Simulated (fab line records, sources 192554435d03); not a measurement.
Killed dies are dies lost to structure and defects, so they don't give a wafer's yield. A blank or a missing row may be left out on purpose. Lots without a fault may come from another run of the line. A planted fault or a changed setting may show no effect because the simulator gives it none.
fab line records | flow n5_finfet | part 1 of 2: steps 1 to 4 of 6
record lots=20 wafers=60 last_day=17
route steps=1938 shown BEOL_M0_CUTY@711 BEOL_M0@717 BEOL_M1@767
lots that met no fault: from a run of the same line without faults
start_h: hours from the record's first day to the start of the lot's first wafer shown | wait_h: hours since the lot's step before | " the same as in the row above | L1.1+2: a row that stands for several wafers | - no value, or no start given | * or withheld: withheld | < > ~ a bound
route shown NAME@n: a module of which the file shows steps, and the number in the route of the first | usual: mean/standard deviation of fault-free wafers | same: alike in all rows | chamber/n: place in a boat | sites: the reading at each site | _std_site: their standard deviation | _edge_site: outer sites' mean less inner sites' | radius_mm: how far each site lies from the wafer's centre | mask NAME#n: copy n | behind: the tool/chamber that last shaped the wafer | hold: why the lot was held/for how many hours/how that ended | device: the transistor (n, p or np) that didn't switch | end of line: the same wafers' tests at the end of the route | a step without rows: its recipe alone | killed: dies lost to structure and defects at the first sort, not the wafer's yield | map: a wafer's dies, x killed, . not, _ none there
set.NAME: the setting as run; set.NAME@STEP: as run at that earlier step | model.NAME: the simulator's own value behind a step, which no gauge read
steps of the route over a sample of lots; a table a step, a row a wafer
services: from which hour (start_h, from the record's first day; less than 0 if before it) a tool's chamber was out of use, for how many hours, and why
## steps
# step N5_BEOL_M0_CUTY_DESCUM_61
# recipe chemistry=O2 time_s=7.9 source_power_w=50 bias_power_w=20 pressure_mtorr=20 rf_frequency_hz=2.712e+07 temp_c=40 resist=CAR-ArF-block o2_flow_sccm=225
# usual drypump_motor_current_A=5.5/0.51 oes_product_au=0.79/0.071 rf_vpp_V=243.3/1.4 showerhead_plenum_p_Torr=2.10/0.075 throttle_valve_pct=20.47/0.22
# columns lot.wafer tool chamber start_h wait_h drypump_motor_current_A oes_product_au rf_hours_counter_h rf_vpp_V showerhead_plenum_p_Torr throttle_valve_pct
L076.1 rie_diel-06 3 127.71 0.0 4.9 0.85 61 241.2 2.04 20.14
L076.4 " 1 " " 5.4 0.82 85 243.2 2.14 20.54
L076.6 " 1 " " 5.4 0.81 - 243.3 2.14 20.52
L078.1 rie_diel-06 1 133.98 0.0 5.3 0.81 87 243.7 2.14 20.51
L078.2 " 3 " " 4.9 0.83 63 243.9 2.04 20.16
L078.4 " 2 " " 5.2 0.81 95 242.6 2.04 20.57
L080.2 rie_diel-01 0 151.46 0.0 5.6 0.73 202 243.5 2.07 20.63
L080.3 " 3 " " 6.5 0.87 39 243.8 2.23 20.16
L080.4 " 0 " " 5.6 0.72 - 242.2 2.07 20.63
L081.2 rie_diel-03 1 154.84 0.3 4.8 0.82 92 241.8 2.03 20.10
L081.4 " 3 " " 5.8 0.99 6 245.3 2.15 20.45
L081.5 " 2 " " 5.8 0.72 - 240.3 1.99 20.60
L082.1 rie_diel-06 2 161.52 0.2 5.2 0.81 105 243.1 2.03 20.59
L082.3 " 3 " " 4.9 0.83 72 241.7 2.04 20.16
L082.6 " 3 " " 4.9 0.83 - 242.8 2.04 20.17
L083.1 rie_diel-01 0 174.43 0.0 5.6 0.72 210 243.0 2.07 20.65
L083.2 " 3 " " 6.6 0.85 48 245.2 2.22 20.18
L083.3 " 2 " " 5.1 0.78 108 245.0 2.19 20.71
L084.2 rie_diel-03 1 177.09 0.0 4.8 0.80 99 241.7 2.03 20.12
L084.5 " 2 " " 5.7 0.71 - 242.9 1.99 20.60
L084.6 " 1 " " 4.8 0.80 - 241.3 2.03 20.10
L085.1 rie_diel-01 0 180.84 0.1 5.6 0.73 213 244.3 2.07 20.65
L085.4 " 3 " " 6.5 0.84 51 244.2 2.22 20.19
L085.5 " 2 " " 5.2 0.78 - 245.8 2.19 20.70
L086.2 rie_diel-03 2 192.29 0.0 5.8 0.70 214 242.1 1.98 20.62
L086.4 " 3 " " 5.8 0.94 - 242.8 2.15 20.48
L086.6 " 1 " " 4.8 0.79 - 243.4 2.03 20.10
L087.1 rie_diel-06 3 195.05 0.1 4.9 0.82 85 242.7 2.04 20.19
L087.3 " 1 " " 5.4 0.80 108 244.9 2.13 20.57
L087.5 " 1 " " 5.4 0.80 - 242.9 2.13 20.57
L088.1 rie_diel-06 3 204.77 0.0 4.9 0.80 88 241.3 2.03 20.19
L088.2 " 2 " " 5.2 0.79 120 242.6 2.03 20.63
L088.4 " 3 " " 4.9 0.80 - 242.1 2.03 20.19
L089.2 rie_diel-01 2 208.51 0.1 5.1 0.77 122 243.8 2.19 20.71
L089.3 " 3 " " 6.5 0.85 61 245.1 2.22 20.20
L089.5 " 0 " " 5.6 0.71 - 242.7 2.07 20.66
L090.2 rie_diel-01 1 215.60 0.0 5.8 0.91 19 241.9 2.05 20.26
L090.3 " 2 " " 5.1 0.77 124 244.3 2.19 20.71
L090.4 " 0 " " 5.6 0.71 225 244.3 2.07 20.66
L091.3 rie_diel-01 0 219.87 0.0 5.6 0.71 226 241.9 2.07 20.66
L091.4 " 3 " " 6.5 0.83 65 246.1 2.22 20.21
L091.6 " 0 " " 5.6 0.72 - 243.0 2.07 20.68
L092.1 rie_diel-06 0 222.44 0.0 5.1 0.73 200 244.6 2.15 20.65
L092.2 " 3 " " 4.9 0.81 94 240.6 2.03 20.22
L092.5 " 0 " " 5.0 0.72 - 245.6 2.15 20.65
L093.4 rie_diel-01 0 224.67 0.0 5.6 0.71 228 242.4 2.06 20.67
L093.5 " 0 " " 5.6 0.71 - 242.3 2.06 20.65
L093.6 " 3 " " 6.6 0.83 - 245.1 2.22 20.19
L094.2 rie_diel-03 1 236.37 0.0 4.8 0.78 114 240.6 2.02 20.13
L094.3 " 3 " " 5.8 0.91 36 244.0 2.14 20.50
L094.4 " 0 " " 6.3 0.69 237 244.9 2.16 20.74
L095.1 rie_diel-01 3 240.59 0.1 6.5 0.83 73 245.2 2.21 20.21
L095.4 " 2 " " 5.1 0.76 134 245.3 2.19 20.74
L095.5 " 3 " " 6.5 0.82 - 245.3 2.21 20.22
L096.1 rie_diel-01 2 247.54 0.6 5.1 0.75 137 246.3 2.18 20.75
L096.2 " 1 " " 5.8 0.90 31 243.1 2.05 20.28
L096.6 " 1 " " 5.7 0.89 - 243.7 2.05 20.29
L097.1 rie_diel-03 2 253.77 0.9 5.8 0.69 239 239.1 1.98 20.65
L097.3 " 1 " " 4.8 0.77 122 242.7 2.02 20.11
L097.5 " 2 " " 5.8 0.69 - 242.2 1.98 20.66
# step N5_BEOL_M0_STRIP_140
# recipe chemistry=CF4 resist=SiARC power_w=300 bias_power_w=75 pressure_mtorr=50 cf4_flow_sccm=150 rf_frequency_hz=6e+07
# usual drypump_motor_current_A=5.4/0.48 oes_product_au=0.78/0.067 power_w=300.0/0.82 rf_vpp_V=271.1/1.7 showerhead_plenum_p_Torr=1.80/0.06 throttle_valve_pct=13.58/0.26
# columns lot.wafer tool chamber start_h wait_h drypump_motor_current_A oes_product_au power_w rf_hours_counter_h rf_vpp_V showerhead_plenum_p_Torr throttle_valve_pct
L076.1 rie_diel-06 1 132.64 0.2 5.4 0.80 300.0 87 272.3 1.82 13.53
L076.4 " 0 " " 5.1 0.72 300.4 176 274.3 1.86 13.81
L076.6 " 2 " " 5.2 0.80 299.9 - 271.7 1.74 13.59
L078.1 rie_diel-06 0 134.48 0.1 5.0 0.73 299.9 177 273.4 1.86 13.80
L078.2 " 1 " " 5.4 0.80 297.9 87 273.3 1.82 13.55
L078.4 " 3 " " 4.9 0.83 300.5 63 271.6 1.74 13.15
L080.2 rie_diel-06 3 154.50 0.1 4.9 0.82 299.9 70 270.7 1.74 13.16
L080.3 " 0 " " 5.0 0.72 300.5 184 273.9 1.86 13.84
L080.4 " 1 " " 5.3 0.79 300.1 94 270.3 1.82 13.56
L081.2 rie_diel-03 0 155.50 0.3 6.3 0.70 300.7 218 274.0 1.86 13.88
L081.4 " 2 " " 5.8 0.71 300.3 201 269.2 1.73 13.85
L081.5 " 0 " " 6.3 0.69 301.0 - 271.0 1.86 13.87
L082.1 rie_diel-06 1 163.19 0.1 5.4 0.79 300.2 98 270.4 1.82 13.58
L082.3 " 3 " " 4.9 0.81 300.5 72 270.9 1.74 13.19
L082.6 " 1 " " 5.3 0.79 300.5 - 271.6 1.82 13.57
L083.1 rie_diel-01 0 174.93 0.1 5.6 0.71 299.6 210 270.8 1.78 13.89
L083.2 " 1 " " 5.8 0.96 299.3 5 271.3 1.77 13.29
L083.3 " 2 " " 5.1 0.78 300.7 109 273.5 1.88 13.82
L084.2 rie_diel-01 2 177.77 0.1 5.1 0.78 300.2 110 272.7 1.87 13.82
L084.5 " 2 " " 5.1 0.78 299.6 - 273.2 1.87 13.81
L084.6 " 1 " " 5.7 0.95 300.6 - 271.3 1.77 13.30
L085.1 rie_diel-06 3 181.86 0.3 4.9 0.81 298.7 80 270.8 1.74 13.21
L085.4 " 2 " " 5.2 0.79 300.4 112 269.8 1.73 13.64
L085.5 " 0 " " 5.0 0.72 298.9 - 273.7 1.85 13.85
L086.2 rie_diel-06 1 193.96 0.4 5.4 0.78 299.8 107 272.8 1.82 13.61
L086.4 " 1 " " 5.4 0.77 299.7 - 271.1 1.82 13.59
L086.6 " 2 " " 5.2 0.78 300.5 - 268.1 1.73 13.63
L087.1 rie_diel-06 3 197.50 0.3 4.9 0.80 298.8 85 269.3 1.74 13.23
L087.3 " 2 " " 5.2 0.78 298.8 117 270.3 1.73 13.64
L087.5 " 2 " " 5.2 0.78 299.6 - 269.4 1.73 13.65
L088.1 rie_diel-06 2 205.31 0.2 5.2 0.77 300.3 120 268.9 1.73 13.64
L088.2 " 3 " " 4.9 0.79 300.8 88 269.1 1.74 13.20
L088.4 " 2 " " 5.2 0.77 302.1 - 269.0 1.73 13.65
L089.2 rie_diel-01 1 212.05 0.3 5.7 0.91 299.5 18 270.9 1.77 13.34
L089.3 " 2 " " 5.1 0.76 300.5 123 274.3 1.87 13.84
L089.5 " 2 " " 5.1 0.77 300.6 - 272.4 1.87 13.82
L090.2 rie_diel-01 1 216.97 0.1 5.7 0.90 300.9 19 269.5 1.77 13.34
L090.3 " 0 " " 5.6 0.71 300.1 225 269.0 1.78 13.94
L090.4 " 2 " " 5.1 0.77 301.4 125 272.7 1.87 13.84
L091.3 rie_diel-03 3 222.58 0.2 5.8 0.89 300.6 - 270.4 1.82 13.48
L091.4 " 2 " " 5.8 0.69 300.1 - 267.8 1.72 13.89
L091.6 " 3 " " 5.8 0.88 300.4 - 274.3 1.82 13.48
L092.1 rie_diel-01 0 223.92 0.2 5.6 0.71 300.8 227 268.0 1.77 13.92
L092.2 " 3 " " 6.5 0.82 299.5 67 273.8 1.90 13.34
L092.5 " 2 " " 5.1 0.77 300.2 - 272.0 1.87 13.85
L093.4 rie_diel-03 2 225.29 0.2 5.7 0.69 299.5 - 269.4 1.72 13.90
L093.5 " 0 " " 6.3 0.68 297.4 - 272.1 1.85 13.92
L093.6 " 3 " " 5.8 0.88 300.8 - 272.3 1.82 13.47
L094.2 rie_diel-03 1 239.13 0.1 4.8 0.79 300.6 115 269.2 1.72 13.22
L094.3 " 3 " " 5.8 0.88 299.8 37 272.2 1.82 13.50
L094.4 " 0 " " 6.3 0.68 300.1 238 272.5 1.85 13.91
L095.1 rie_diel-03 0 242.37 0.1 6.3 0.68 299.3 239 271.2 1.85 13.92
L095.4 " 2 " " 5.8 0.69 300.4 233 268.0 1.72 13.91
L095.5 " 0 " " 6.2 0.68 299.8 - 271.4 1.85 13.93
L096.1 rie_diel-03 1 249.08 0.1 4.8 0.78 300.1 119 268.8 1.72 13.24
L096.2 " 2 " " 5.7 0.68 299.9 236 267.9 1.72 13.91
L096.6 " 3 " " 5.8 0.87 301.1 - 273.2 1.82 13.50
L097.1 rie_diel-06 0 254.35 0.1 5.1 0.70 299.9 212 273.2 1.85 13.90
L097.3 " 3 " " 4.9 0.79 300.6 106 269.4 1.73 13.26
L097.5 " 3 " " 4.9 0.78 299.0 - 271.1 1.73 13.27
# step N5_BEOL_M0_SURFACE_TREAT_137
# recipe gas=Ar time_s=* ion_energy_ev=* ion_current_ma_cm2=0.5 pressure_mtorr=* ar_flow_sccm=30
# usual ar_flow_sccm=29.98/0.091 pressure_mtorr=* throttle_valve_pct=*
# columns lot.wafer tool chamber start_h wait_h ar_flow_sccm pressure_mtorr throttle_valve_pct
L076.1 pvd_sputter-01 - 134.12 0.2 30.18 * *
L076.4 " - " " 30.02 * *
L076.6 " - " " 29.97 * *
L078.1 pvd_sputter-02 - 135.85 0.3 30.07 * *
L078.2 " - " " 30.04 * *
L078.4 " - " " 29.83 * *
L080.2 pvd_sputter-03 - 156.67 0.4 30.11 * *
L080.3 " - " " 29.99 * *
L080.4 " - " " 29.94 * *
L081.2 pvd_sputter-03 - 157.29 0.4 30.06 * *
L081.4 " - " " 30.06 * *
L081.5 " - " " 29.97 * *
L082.1 pvd_sputter-01 - 164.80 0.4 30.03 * *
L082.3 " - " " 29.97 * *
L082.6 " - " " 30.01 * *
L083.1 pvd_sputter-01 - 176.73 0.2 29.98 * *
L083.2 " - " " 30.00 * *
L083.3 " - " " 30.08 * *
L084.2 pvd_sputter-02 - 179.20 0.2 29.98 * *
L084.5 " - " " 30.03 * *
L084.6 " - " " 29.99 * *
L085.1 pvd_sputter-03 - 185.31 0.2 30.09 * *
L085.4 " - " " 29.99 * *
L085.5 " - " " 30.05 * *
L086.2 pvd_sputter-01 - 196.93 1.8 30.07 * *
L086.4 " - " " 30.09 * *
L086.6 " - " " 30.07 * *
L087.1 pvd_sputter-02 - 201.75 0.1 29.99 * *
L087.3 " - " " 29.95 * *
L087.5 " - " " 29.99 * *
L088.1 pvd_sputter-03 - 207.51 0.4 29.91 * *
L088.2 " - " " 29.83 * *
L088.4 " - " " 29.99 * *
L089.2 pvd_sputter-01 - 213.16 0.1 30.11 * *
L089.3 " - " " 29.95 * *
L089.5 " - " " 29.98 * *
L090.2 pvd_sputter-02 - 218.55 0.2 30.06 * *
L090.3 " - " " 30.05 * *
L090.4 " - " " 29.90 * *
L091.3 pvd_sputter-03 - 224.22 0.2 29.98 * *
L091.4 " - " " 30.04 * *
L091.6 " - " " 29.88 * *
L092.1 pvd_sputter-01 - 225.11 0.1 30.08 * *
L092.2 " - " " 30.05 * *
L092.5 " - " " 29.90 * *
L093.4 pvd_sputter-03 - 226.60 0.2 29.94 * *
L093.5 " - " " 29.97 * *
L093.6 " - " " 30.05 * *
L094.2 pvd_sputter-02 - 240.48 0.2 29.70 * *
L094.3 " - " " 29.88 * *
L094.4 " - " " 29.91 * *
L095.1 pvd_sputter-02 - 243.80 0.4 29.99 * *
L095.4 " - " " 29.94 * *
L095.5 " - " " 29.82 * *
L096.1 pvd_sputter-01 - 253.77 0.2 29.99 * *
L096.2 " - " " 30.08 * *
L096.6 " - " " 30.06 * *
L097.1 pvd_sputter-02 - 255.97 0.2 29.96 * *
L097.3 " - " " 30.00 * *
L097.5 " - " " 29.96 * *
# step N5_BEOL_M1_DESCUM_16
# recipe chemistry=O2 time_s=7 source_power_w=50 bias_power_w=20 pressure_mtorr=20 rf_frequency_hz=2.712e+07 temp_c=40 resist=CAR-EUV o2_flow_sccm=225
# usual drypump_motor_current_A=5.8/0.44 oes_product_au=0.77/0.075 rf_vpp_V=243.1/1.2 showerhead_plenum_p_Torr=2.09/0.063 throttle_valve_pct=20.48/0.2
# columns lot.wafer tool chamber start_h wait_h drypump_motor_current_A oes_product_au rf_hours_counter_h rf_vpp_V showerhead_plenum_p_Torr throttle_valve_pct
L076.1 rie_diel-04 0 139.34 0.0 5.2 0.73 181 241.6 1.98 20.42
L076.4 " 3 " " 5.3 0.69 236 243.2 2.08 20.30
L076.6 " 0 " " 5.2 0.73 - 242.2 1.98 20.40
L078.1 rie_diel-05 2 140.29 0.0 5.3 0.72 174 244.0 2.18 20.29
L078.2 " 3 " " 6.1 0.80 85 243.1 2.04 20.45
L078.4 " 0 " " 6.1 0.85 - 243.5 2.12 20.52
L080.2 rie_diel-04 1 160.03 0.1 5.2 0.89 32 244.9 2.14 20.42
L080.3 " 0 " " 5.2 0.71 187 241.9 1.98 20.42
L080.4 " 3 " " 5.3 0.69 243 240.3 2.08 20.31
L081.2 rie_diel-02 1 161.68 0.1 6.0 0.78 107 242.1 2.03 20.80
L081.4 " 1 " " 6.0 0.79 - 242.5 2.03 20.82
L081.5 " 2 " " 6.2 0.73 - 245.8 2.18 20.59
L082.1 rie_diel-04 2 168.21 0.0 6.2 0.74 157 243.9 2.09 20.65
L082.3 " 0 " " 5.2 0.72 189 241.7 1.98 20.42
L082.6 " 1 " " 5.2 0.89 - 243.6 2.14 20.43
L083.1 rie_diel-05 1 179.38 0.0 6.3 0.69 225 243.8 2.17 20.45
L083.2 " 2 " " 5.3 0.72 187 245.2 2.17 20.30
L083.3 " 0 " " 6.1 0.85 65 243.1 2.12 20.56
L084.2 rie_diel-05 3 182.28 0.0 6.1 0.79 99 243.3 2.04 20.46
L084.5 " 3 " " 6.1 0.79 - 242.7 2.04 20.46
L084.6 " 2 " " 5.4 0.71 - 244.5 2.17 20.33
L085.1 rie_diel-02 3 187.82 0.0 5.8 0.72 226 240.9 2.06 20.19
L085.4 " 2 " " 6.3 0.72 173 243.1 2.18 20.61
L085.5 " 2 " " 6.2 0.73 - 244.4 2.18 20.60
L086.2 rie_diel-02 3 199.86 0.0 5.8 0.72 228 241.7 2.06 20.18
L086.4 " 0 " " 5.8 0.73 212 242.8 2.07 20.65
L086.6 " 2 " " 6.3 0.72 - 245.5 2.18 20.60
L087.1 rie_diel-04 0 204.57 0.0 5.2 0.71 201 241.8 1.98 20.44
L087.3 " 1 " " 5.2 0.87 46 245.1 2.13 20.47
L087.5 " 2 " " 6.2 0.74 - 245.6 2.09 20.66
L088.1 rie_diel-05 3 210.71 0.0 6.1 0.78 107 242.1 2.03 20.50
L088.2 " 0 " " 6.1 0.82 74 244.9 2.12 20.57
L088.4 " 1 " " 6.3 0.68 234 245.0 2.16 20.46
L089.2 rie_diel-05 0 217.94 0.0 6.1 0.82 76 242.8 2.12 20.57
L089.3 " 2 " " 5.3 0.71 197 244.3 2.17 20.31
L089.5 " 3 " " 6.1 0.78 - 241.4 2.03 20.48
L090.2 rie_diel-04 0 223.54 0.2 5.2 0.71 207 240.7 1.98 20.48
L090.3 " 3 " " 5.3 0.99 3 242.4 2.07 19.89
L090.4 " 1 " " 5.2 0.86 53 243.7 2.13 20.45
L091.3 rie_diel-02 0 227.98 0.0 5.8 0.72 222 244.5 2.07 20.63
L091.4 " 2 " " 6.3 0.72 185 245.2 2.18 20.63
L091.6 " 3 " " 5.8 0.70 - 243.3 2.06 20.21
L092.1 rie_diel-04 3 228.47 0.2 5.2 0.98 5 242.9 2.07 19.91
L092.2 " 2 " " 6.2 0.73 174 243.2 2.08 20.65
L092.5 " 0 " " 5.2 0.71 - 242.1 1.98 20.48
L093.4 rie_diel-02 1 230.77 0.0 6.0 0.76 129 242.1 2.02 20.83
L093.5 " 1 " " 6.0 0.76 - 242.7 2.02 20.84
L093.6 " 2 " " 6.3 0.71 - 243.6 2.18 20.62
L094.2 rie_diel-04 3 243.55 0.0 5.3 0.95 10 242.8 2.07 19.92
L094.3 " 0 " " 5.2 0.70 214 242.0 1.97 20.47
L094.4 " 2 " " 6.2 0.72 180 242.9 2.08 20.68
L095.1 rie_diel-04 0 247.53 0.2 5.2 0.70 215 240.5 1.97 20.47
L095.4 " 1 " " 5.2 0.88 58 243.2 2.13 20.48
L095.5 " 3 " " 5.3 0.96 - 242.6 2.07 19.93
L096.1 rie_diel-05 0 256.68 0.0 6.1 0.80 89 243.8 2.11 20.60
L096.2 " 2 " " 5.3 0.70 209 244.6 2.16 20.33
L096.6 " 3 " " 6.1 0.76 - 241.7 2.03 20.50
L097.1 rie_diel-04 0 260.20 0.1 5.2 0.70 219 241.1 1.97 20.47
L097.3 " 2 " " 6.2 0.72 184 243.4 2.08 20.68
L097.5 " 1 " " 5.2 0.86 - 242.7 2.13 20.47
